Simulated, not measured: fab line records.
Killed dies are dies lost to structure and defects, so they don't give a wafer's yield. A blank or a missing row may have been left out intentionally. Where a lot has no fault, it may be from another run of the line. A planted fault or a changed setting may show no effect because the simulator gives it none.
fab line records -- flow nand_harc
[record] lots = 11, wafers = 33, last_day = 25
route steps=1159 shown A_CONTACT@911 END@1159
lots that met no fault: from a run of the same line without faults
start_h: hours from the record's first day to the start of the lot's first wafer shown -- wait_h: hours from the lot's prior step to this one -- " same as the row above -- L1.1+2: a row that stands for several wafers -- - no value present, or no start provided -- * or withheld: withheld -- < > ~ a bound
route shown NAME@n: NAME is a module with steps in the file, n the number in the route of the first one -- usual: mean and standard deviation over wafers with no fault -- same: alike in all rows -- chamber/n: place in a boat -- sites: readings site by site -- _std_site: the standard deviation of these -- _edge_site: mean of outer sites minus mean of inner sites -- radius_mm: for every site, how far away it sits from the centre of the wafer -- mask NAME#n: copy n -- behind: tool/chamber where the wafer was last shaped -- hold: what put the lot on hold/how long, in hours/how the hold closed -- device: names the non-switching transistor (n, p or np) -- end of line: the same wafers' tests at the end of the route -- step lacking rows: just its recipe -- killed: dies lost to structure and defects at the first sort, not the wafer's yield -- map: shows each die of a wafer: x if killed, . if not, _ if none is there
set.NAME: the run value of the setting; set.NAME@STEP: its run value at that earlier step -- model.NAME: the simulator's own value behind a step, which no gauge read
steps of the route over a sample of lots; a table a step, a row a wafer
services: a tool's chamber out of use, with start hour (start_h, from the record's first day; less than 0 if before it), hours out, and reason
[[steps]]
[step NHARC_A_CONTACT_ETCH_131]
[recipe] source_w = withheld, pressure_mtorr = 20, bias_v = 1200, time_s = 155, target_depth_a = 9560, ar_flow_sccm = withheld, c4f8_flow_sccm = withheld, o2_flow_sccm = withheld, chemistry = C4F8/O2/Ar
[usual] chamber_pressure_mTorr = 19.999/0.017, oes_air_line_au = 1.004/0.023
lot.wafer,tool,chamber,start_h,wait_h,chamber_pressure_mTorr,oes_air_line_au,rf_hours_counter_h
L461.1,har_cap_etch-01,0,379.57,0.1,20.020,0.974,57
L461.2,har_cap_etch-01,1,379.57,0.1,20.012,0.960,57
L461.3,har_cap_etch-01,0,379.57,0.1,20.009,0.991,-
L462.2,har_cap_etch-01,1,385.04,0.1,19.972,1.015,58
L462.1,har_cap_etch-01,0,385.04,0.1,20.001,0.999,58
L462.3,har_cap_etch-01,0,385.04,0.1,19.981,1.002,-
L465.1,har_cap_etch-02,0,394.38,0.1,20.002,1.026,16
L465.3,har_cap_etch-02,0,394.38,0.1,20.004,0.984,-
L465.6,har_cap_etch-02,0,394.38,0.1,20.026,1.051,-
L467.1,har_cap_etch-02,0,421.19,0.1,20.000,1.010,19
L467.3,har_cap_etch-02,0,421.19,0.1,19.975,1.054,-
L467.4,har_cap_etch-02,1,421.19,0.1,20.026,0.964,-
L470.1,har_cap_etch-03,1,422.02,0.2,20.019,1.000,92
L470.3,har_cap_etch-03,0,422.02,0.2,19.994,1.001,-
L470.4,har_cap_etch-03,1,422.02,0.2,20.010,0.988,-
L469.1,har_cap_etch-02,0,436.80,0.1,19.988,0.990,21
L469.3,har_cap_etch-02,0,436.80,0.1,20.038,0.963,-
L469.5,har_cap_etch-02,1,436.80,0.1,19.965,1.012,-
L471.2,har_cap_etch-03,1,440.68,0.1,19.993,1.029,95
L471.3,har_cap_etch-03,1,440.68,0.1,20.013,0.982,-
L471.4,har_cap_etch-03,0,440.68,0.1,19.994,0.983,-
L474.4,har_cap_etch-03,0,454.40,0.1,19.979,1.010,-
L474.5,har_cap_etch-03,1,454.40,0.1,20.012,0.988,-
L474.6,har_cap_etch-03,0,454.40,0.1,19.993,1.074,-
L476.3,har_cap_etch-03,0,465.21,0.1,19.989,1.009,-
L476.6,har_cap_etch-03,1,465.21,0.1,20.015,1.004,-
L476.5,har_cap_etch-03,0,465.21,0.1,20.018,1.042,-
L482.1,har_cap_etch-01,1,510.10,0.1,19.994,1.022,79
L482.2,har_cap_etch-01,0,510.10,0.1,20.003,1.033,79
L482.4,har_cap_etch-01,0,510.10,0.1,19.963,0.993,-
L484.1,har_cap_etch-03,1,521.19,0.1,20.008,0.967,112
L484.2,har_cap_etch-03,0,521.19,0.1,20.018,1.023,112
L484.5,har_cap_etch-03,1,521.19,0.1,19.995,0.976,-
[step NHARC_A_CONTACT_ETCH_97]
[recipe] target_depth_a = 200, over_etch_frac = 0.5, time_s = 10, ion_energy_ev = 250, c4f6_flow_sccm = 25, o2_flow_sccm = 20, ar_flow_sccm = 500, rf_w = 600, bias_w = 500, chemistry = C4F6/O2
[usual] bias_w = 500.1/1.5, c4f6_flow_sccm = 25.00/0.075, chamber_pressure_mTorr = 29.999/0.027, drypump_motor_current_A = 5.7/0.36, oes_product_au = 0.955/0.021, rf_vpp_V = 547/4, showerhead_plenum_p_Torr = 3.94/0.19, throttle_valve_pct = 26.903/0.0088
[same] over_etch_frac = 0.5
lot.wafer,tool,chamber,start_h,wait_h,bias_w,c4f6_flow_sccm,chamber_pressure_mTorr,drypump_motor_current_A,oes_product_au,rf_hours_counter_h,rf_vpp_V,showerhead_plenum_p_Torr,throttle_valve_pct
L461.2,rie_diel-13,0,-,-,502.4,24.95,30.021,5.6,0.961,40,548,3.90,26.896
L461.3,rie_diel-13,2,-,-,500.6,25.11,29.999,5.3,0.971,32,549,4.03,26.897
L461.1,rie_diel-13,3,-,-,500.7,24.93,30.041,6.1,0.964,39,542,3.64,26.899
L462.3,rie_diel-03,0,-,-,501.1,24.96,30.017,5.5,0.939,30,547,3.93,26.904
L462.1,rie_diel-03,1,-,-,501.1,24.91,29.961,6.4,0.950,31,543,3.68,26.906
L462.2,rie_diel-03,2,-,-,499.2,25.03,30.005,5.7,0.937,31,551,4.14,26.894
L465.1,rie_diel-13,0,-,-,501.4,25.11,29.962,5.6,0.965,46,546,3.90,26.918
L465.3,rie_diel-13,2,-,-,498.2,25.04,30.049,5.3,0.981,39,548,4.02,26.918
L465.6,rie_diel-13,1,-,-,502.5,25.08,30.051,5.8,0.969,-,541,3.65,26.909
L467.4,rie_diel-05,1,-,-,500.9,25.01,29.953,5.6,0.959,30,544,3.74,26.887
L467.3,rie_diel-05,2,-,-,500.7,25.17,30.008,5.7,0.959,31,549,3.98,26.898
L467.1,rie_diel-05,3,-,-,499.3,25.09,29.988,5.3,0.978,31,548,3.98,26.902
L470.1,rie_diel-03,0,-,-,500.0,25.03,29.989,5.5,0.945,4,548,3.92,26.912
L470.4,rie_diel-03,2,-,-,499.3,25.05,30.032,5.7,0.958,4,552,4.13,26.882
L470.3,rie_diel-03,3,-,-,498.5,25.05,29.993,5.3,0.965,4,552,4.22,26.910
L469.3,rie_diel-03,3,-,-,500.3,24.96,29.991,5.3,0.949,7,554,4.22,26.915
L469.1,rie_diel-03,0,-,-,498.3,24.95,29.935,5.6,0.937,6,548,3.92,26.900
L469.5,rie_diel-03,3,-,-,498.1,24.99,30.019,5.3,0.950,-,552,4.22,26.903
L471.4,rie_diel-05,1,-,-,499.4,25.03,29.988,5.6,0.943,36,543,3.73,26.902
L471.2,rie_diel-05,3,-,-,500.4,25.01,29.998,5.3,0.962,37,548,3.98,26.908
L471.3,rie_diel-05,0,-,-,502.4,25.02,30.023,6.3,0.945,35,546,3.90,26.894
L474.4,rie_diel-03,0,-,-,501.7,24.97,30.003,5.5,0.933,8,547,3.92,26.904
L474.6,rie_diel-03,2,-,-,502.7,25.02,29.963,5.7,0.945,-,552,4.13,26.892
L474.5,rie_diel-03,3,-,-,498.1,25.08,29.983,5.3,0.953,-,552,4.22,26.904
L476.3,rie_diel-03,1,-,-,500.7,25.10,29.961,6.4,0.933,11,542,3.67,26.904
L476.6,rie_diel-03,2,-,-,499.9,24.93,29.986,5.7,0.945,-,550,4.13,26.899
L476.5,rie_diel-03,3,-,-,500.4,24.97,29.983,5.3,0.965,-,552,4.22,26.908
L482.2,rie_diel-03,3,511.47,0.4,499.1,24.96,29.990,5.3,1.002,19,552,4.21,26.908
L482.1,rie_diel-03,1,511.47,0.4,500.2,24.97,29.981,6.4,0.986,18,542,3.67,26.909
L482.4,rie_diel-03,2,511.47,0.4,501.3,24.98,29.979,5.7,0.985,-,551,4.12,26.895
L484.1,rie_diel-03,3,-,-,500.0,24.97,29.962,5.3,0.997,23,553,4.21,26.905
L484.2,rie_diel-03,1,-,-,497.8,25.00,29.990,6.4,0.982,22,542,3.67,26.917
L484.5,rie_diel-03,3,-,-,500.3,24.99,30.059,5.3,0.997,-,554,4.21,26.903
[step NHARC_A_CONTACT_ETCH_106]
[recipe] target_depth_a = 600, overetch_a = 60, time_s = 33, ion_energy_ev = 100, cf4_flow_sccm = 80, o2_flow_sccm = 20, ar_flow_sccm = 0, rf_w = 300, bias_w = 100, chemistry = CF4/O2
[usual] bias_w = 100.0/0.31, cf4_flow_sccm = 79.99/0.23, chamber_pressure_mTorr = 29.996/0.027, drypump_motor_current_A = 5.7/0.36, oes_product_au = 0.999/0.011, rf_vpp_V = 197.6/1.5, showerhead_plenum_p_Torr = 1.33/0.066, throttle_valve_pct = 13.397/0.01
lot.wafer,tool,chamber,start_h,wait_h,bias_w,cf4_flow_sccm,chamber_pressure_mTorr,drypump_motor_current_A,oes_product_au,rf_hours_counter_h,rf_vpp_V,showerhead_plenum_p_Torr,throttle_valve_pct
L461.1,rie_diel-03,3,381.02,0.1,100.3,79.91,30.033,5.3,1.016,28,194.5,1.23,13.393
L461.3,rie_diel-03,1,381.02,0.1,100.1,79.94,29.977,6.4,0.991,29,196.4,1.25,13.393
L461.2,rie_diel-03,2,381.02,0.1,100.3,80.37,29.971,5.7,0.996,29,199.0,1.41,13.409
L462.1,rie_diel-03,1,386.44,0.1,100.3,80.26,30.025,6.4,0.988,31,195.1,1.25,13.396
L462.3,rie_diel-03,2,386.44,0.1,100.2,79.64,30.000,5.7,0.980,31,200.1,1.41,13.387
L462.2,rie_diel-03,3,386.44,0.1,99.8,80.01,29.976,5.3,1.008,30,194.7,1.23,13.379
L465.3,rie_diel-13,0,396.51,0.2,100.5,80.15,29.999,5.6,0.991,47,196.0,1.33,13.406
L465.1,rie_diel-13,2,396.51,0.2,100.3,79.98,29.991,5.3,1.009,39,197.6,1.37,13.405
L465.6,rie_diel-13,1,396.51,0.2,100.2,79.96,29.984,5.8,0.974,-,197.5,1.24,13.387
L467.4,rie_diel-03,2,422.55,0.1,100.1,79.73,30.040,5.7,1.007,4,199.3,1.41,13.397
L467.1,rie_diel-03,3,422.55,0.1,100.0,79.97,29.990,5.2,1.012,4,200.1,1.44,13.403
L467.3,rie_diel-03,0,422.55,0.1,100.1,79.89,29.998,5.5,0.994,4,198.4,1.33,13.391
L470.3,rie_diel-03,1,423.54,0.0,100.4,80.10,30.002,6.4,0.987,4,195.3,1.25,13.396
L470.1,rie_diel-03,2,423.54,0.0,100.0,79.82,30.016,5.7,0.999,4,199.7,1.41,13.406
L470.4,rie_diel-03,0,423.54,0.0,99.3,80.08,29.994,5.5,0.992,4,198.7,1.33,13.400
L469.1,rie_diel-13,1,438.45,0.1,100.7,80.17,29.995,5.8,0.979,58,196.3,1.23,13.403
L469.3,rie_diel-13,3,438.45,0.1,100.2,80.26,29.992,6.1,0.992,59,196.3,1.23,13.423
L469.5,rie_diel-13,2,438.45,0.1,100.5,79.88,29.971,5.3,1.012,-,198.0,1.37,13.424
L471.2,rie_diel-05,3,442.04,0.1,100.0,80.12,29.987,5.3,1.014,37,198.1,1.35,13.396
L471.4,rie_diel-05,0,442.04,0.1,100.1,79.95,29.992,6.3,0.996,35,197.0,1.33,13.389
L471.3,rie_diel-05,1,442.04,0.1,100.1,79.72,29.977,5.6,1.015,36,195.5,1.27,13.384
L474.4,rie_diel-03,3,455.92,0.1,100.2,80.01,29.966,5.2,0.998,9,199.9,1.44,13.410
L474.6,rie_diel-03,0,455.92,0.1,100.2,80.08,30.026,5.6,0.995,-,197.4,1.33,13.386
L474.5,rie_diel-03,1,455.92,0.1,99.5,79.79,30.049,6.4,0.986,-,195.8,1.24,13.394
L476.3,rie_diel-13,3,466.78,0.1,99.8,79.88,30.031,6.0,0.997,2,199.5,1.45,13.388
L476.6,rie_diel-13,1,466.78,0.1,100.2,80.19,29.956,5.8,1.005,-,200.2,1.45,13.373
L476.5,rie_diel-13,2,466.78,0.1,99.8,79.73,29.989,5.3,0.998,-,197.6,1.37,13.401
L482.4,rie_diel-05,3,512.54,0.1,100.0,80.21,30.026,5.4,1.012,63,199.2,1.35,13.395
L482.2,rie_diel-05,1,512.54,0.1,100.4,79.74,29.928,5.6,1.004,64,195.5,1.26,13.398
L482.1,rie_diel-05,2,512.54,0.1,100.3,79.84,29.995,5.6,0.993,64,200.0,1.35,13.390
L484.1,rie_diel-03,3,523.23,0.4,100.1,80.16,30.049,5.2,1.010,24,199.6,1.44,13.396
L484.2,rie_diel-03,1,523.23,0.4,100.0,79.63,29.983,6.3,0.995,22,196.0,1.24,13.390
L484.5,rie_diel-03,0,523.23,0.4,99.9,79.65,30.012,5.6,0.988,-,196.6,1.33,13.400
[step NHARC_A_CONTACT_ETCH_134]
[recipe] source_w = withheld, pressure_mtorr = 20, bias_v = withheld, time_s = 140, target_depth_a = 7000, ar_flow_sccm = withheld, c4f8_flow_sccm = withheld, o2_flow_sccm = withheld, chemistry = C4F8/O2/Ar
[usual] chamber_pressure_mTorr = 20.002/0.019, oes_air_line_au = 1.000/0.021
lot.wafer,tool,chamber,start_h,wait_h,chamber_pressure_mTorr,oes_air_line_au,rf_hours_counter_h
L461.2,har_cap_etch-02,0,385.82,-,19.990,1.023,13
L461.1,har_cap_etch-02,1,385.82,-,19.976,1.005,13
L461.3,har_cap_etch-02,0,385.82,-,20.032,1.003,-
L462.2,har_cap_etch-01,0,390.32,-,19.983,0.982,60
L462.1,har_cap_etch-01,1,390.32,-,19.966,1.011,60
L462.3,har_cap_etch-01,1,390.32,-,19.993,1.019,-
L465.1,har_cap_etch-02,0,403.39,-,19.972,1.001,16
L465.3,har_cap_etch-02,1,403.39,-,20.007,0.960,-
L465.6,har_cap_etch-02,0,403.39,-,19.989,0.969,-
L467.1,har_cap_etch-01,0,427.23,-,20.031,1.019,64
L467.4,har_cap_etch-01,0,427.23,-,19.991,0.997,-
L467.3,har_cap_etch-01,1,427.23,-,20.002,1.009,-
L470.1,har_cap_etch-02,0,427.83,-,20.014,1.059,19
L470.3,har_cap_etch-02,1,427.83,-,20.001,0.987,-
L470.4,har_cap_etch-02,0,427.83,-,20.027,1.039,-
L469.1,har_cap_etch-01,1,442.62,-,19.991,1.030,66
L469.3,har_cap_etch-01,1,442.62,-,20.008,1.015,-
L469.5,har_cap_etch-01,0,442.62,-,20.015,0.969,-
L471.2,har_cap_etch-01,0,445.79,-,19.988,0.987,67
L471.3,har_cap_etch-01,1,445.79,-,20.032,1.008,-
L471.4,har_cap_etch-01,0,445.79,-,20.027,1.002,-
L474.4,har_cap_etch-01,1,459.85,-,20.012,0.975,-
L474.5,har_cap_etch-01,0,459.85,-,20.003,0.994,-
L474.6,har_cap_etch-01,1,459.85,-,20.008,0.984,-
L476.3,har_cap_etch-02,1,470.73,-,19.989,0.995,-
L476.5,har_cap_etch-02,0,470.73,-,20.008,0.977,-
L476.6,har_cap_etch-02,1,470.73,-,19.959,1.020,-
L482.1,har_cap_etch-01,1,517.17,-,-,-,-
L482.2,har_cap_etch-01,0,517.17,-,-,-,-
L482.4,har_cap_etch-01,1,517.17,-,-,-,-
L484.1,har_cap_etch-02,1,527.56,-,-,-,-
L484.2,har_cap_etch-02,0,527.56,-,-,-,-
L484.5,har_cap_etch-02,0,527.56,-,-,-,-
[step NHARC_END_SORT_01]
[recipe] temp_c = 25
[usual] killed_at_array = 25/9.2, killed_at_other = 0.9/1.3, killed_at_periphery = 3.3/2.3, killed_dies = 29/9.6, killed_open = 3.2/1.8, killed_short = 2/1.4
[same] gross_dies = 677
lot.wafer,tool,chamber,start_h,wait_h,killed_at_array,killed_at_other,killed_at_periphery,killed_dies,killed_open,killed_short
L482.1,prober-02,0,575.00,2.5,672,0,5,677,2,1
L482.2,prober-02,0,575.80,2.8,670,1,6,677,4,1
L482.4,prober-02,0,577.40,3.4,673,1,3,677,1,0
L484.1,prober-02,0,590.49,2.5,676,0,1,677,0,3
L484.2,prober-02,0,591.29,2.8,675,0,2,677,2,4
L484.5,prober-02,0,593.70,3.7,674,0,3,677,3,0
// killed by level:class
L482.1 A_CONTACT:area_etch=633 A_CHANNEL_HOLE_D1:chamber_film_flake=16 A_SLIT:chamber_film_flake=11 A_CONTACT:chamber_film_flake=8 P_M2:chamber_film_flake=4 A_ONON_D1:geometric_particle:open=1 A_CONTACT:geometric_particle:short=1 A_BLC:geometric_particle:open=1
L482.2 A_CONTACT:area_etch=627 A_CHANNEL_HOLE_D1:chamber_film_flake=19 A_SLIT:chamber_film_flake=15 A_CONTACT:chamber_film_flake=6 P_GATE:geometric_particle:open=2 P_M2:chamber_film_flake=2 P_GATE:geometric_particle:short=1 A_ONON_D1:geometric_particle:open=1
L482.4 A_CONTACT:area_etch=635 A_SLIT:chamber_film_flake=14 A_CHANNEL_HOLE_D1:chamber_film_flake=11 A_CONTACT:chamber_film_flake=10 P_M2:chamber_film_flake=3 A_WL_FILL:chamber_film_flake=2 A_BLC:geometric_particle:open=1 THIN_TSV:chamber_film_flake=1
L484.1 A_CONTACT:area_etch=653 A_CHANNEL_HOLE_D1:chamber_film_flake=11 A_CONTACT:chamber_film_flake=6 A_ONON_D1:geometric_particle:short=2 A_CHANNEL_FILL_D1:chamber_film_flake=2 A_CHANNEL_FILL_D1:geometric_particle:short=1 P_GATE:chamber_film_flake=1 A_WL_FILL:chamber_film_flake=1
L484.2 A_CONTACT:area_etch=655 A_CONTACT:chamber_film_flake=6 A_CHANNEL_HOLE_D1:chamber_film_flake=5 A_ONON_D1:geometric_particle:short=2 A_ONON_D1:geometric_particle:open=1 A_SGD_CUT:geometric_particle:short=1 A_WL_FILL:geometric_particle:short=1 A_WL_FILL:geometric_particle:open=1
L484.5 A_CONTACT:area_etch=655 A_CONTACT:chamber_film_flake=7 A_CHANNEL_HOLE_D1:chamber_film_flake=6 P_M0:geometric_particle:open=1 A_CHANNEL_FILL_D1:geometric_particle:open=1 P_ZERO_WELL:chamber_film_flake=1 A_WL_FILL:geometric_particle:open=1 P_GATE:chamber_film_flake=1
[[services]]
tool,chamber,start_h,hours,kind
rie_diel-03,0,371.35,-,clean
rie_diel-03,1,371.35,-,clean
rie_diel-03,2,371.35,-,clean
rie_diel-03,3,371.35,-,clean
rie_diel-03,-,392.30,9.0,pm
rie_diel-03,0,392.30,9.0,vent_cycle
rie_diel-03,1,392.30,9.0,vent_cycle
rie_diel-03,2,392.30,9.0,vent_cycle
rie_diel-03,3,392.30,9.0,vent_cycle
rie_diel-03,0,401.30,-,clean
rie_diel-03,1,401.30,-,clean
rie_diel-03,2,401.30,-,clean
rie_diel-03,3,401.30,-,clean
rie_diel-03,3,401.30,-,consumable_replace:focus_ring
rie_diel-03,3,401.30,-,consumable_replace:showerhead
rie_diel-13,2,402.42,2.0,repair
rie_diel-13,-,417.30,0.8,repair
rie_diel-03,0,425.80,-,clean
rie_diel-03,1,425.80,-,clean
rie_diel-13,-,453.19,9.0,pm
har_cap_etch-03,-,496.44,0.7,repair
rie_diel-03,0,507.85,12.3,repair
rie_diel-13,0,517.28,4.2,repair
rie_diel-05,-,517.68,9.0,pm
[[key]]
[first_sign] step = NHARC_A_CONTACT_ETCH_134, reading = tool_record, direction = missing
[effect] step = NHARC_END_SORT_01, reading = killed_at_array, direction = up, sigmas = 70, usual = 25, struck = 673
[more_kills_born_at] NHARC_A_CONTACT_ETCH_134@har_cap_etch-02 = 1963, NHARC_A_CONTACT_ETCH_134@har_cap_etch-01 = 1895
met_at NHARC_A_CONTACT_ETCH_134
struck_lots L482,L484
later_rows_left_out L482.1,L482.2,L482.4,L484.1,L484.2,L484.5
tester_left_out L482,L484
not_acting_at NHARC_A_CONTACT_ETCH_131,NHARC_A_CONTACT_ETCH_97,NHARC_A_CONTACT_ETCH_106
onset_between 470.73 517.17
[fault] kind = skipped_step_whole, tool = har_cap_etch-01,har_cap_etch-02, chamber = -, onset_h = 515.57, steps = NHARC_A_CONTACT_ETCH_134, scope = struck_lots_only
// tester_left_out: of these lots the tester's yield and bins aren't shown, on N5 and GAA mostly nor the transistor test; their killed dies are dies lost to structure and defects alone, not to doping, threshold or leakage, so they don't give the yield
// later_rows_left_out: the simulator's readings of these wafers behind a module that went badly wrong aren't trusted and aren't shown, but for the sort
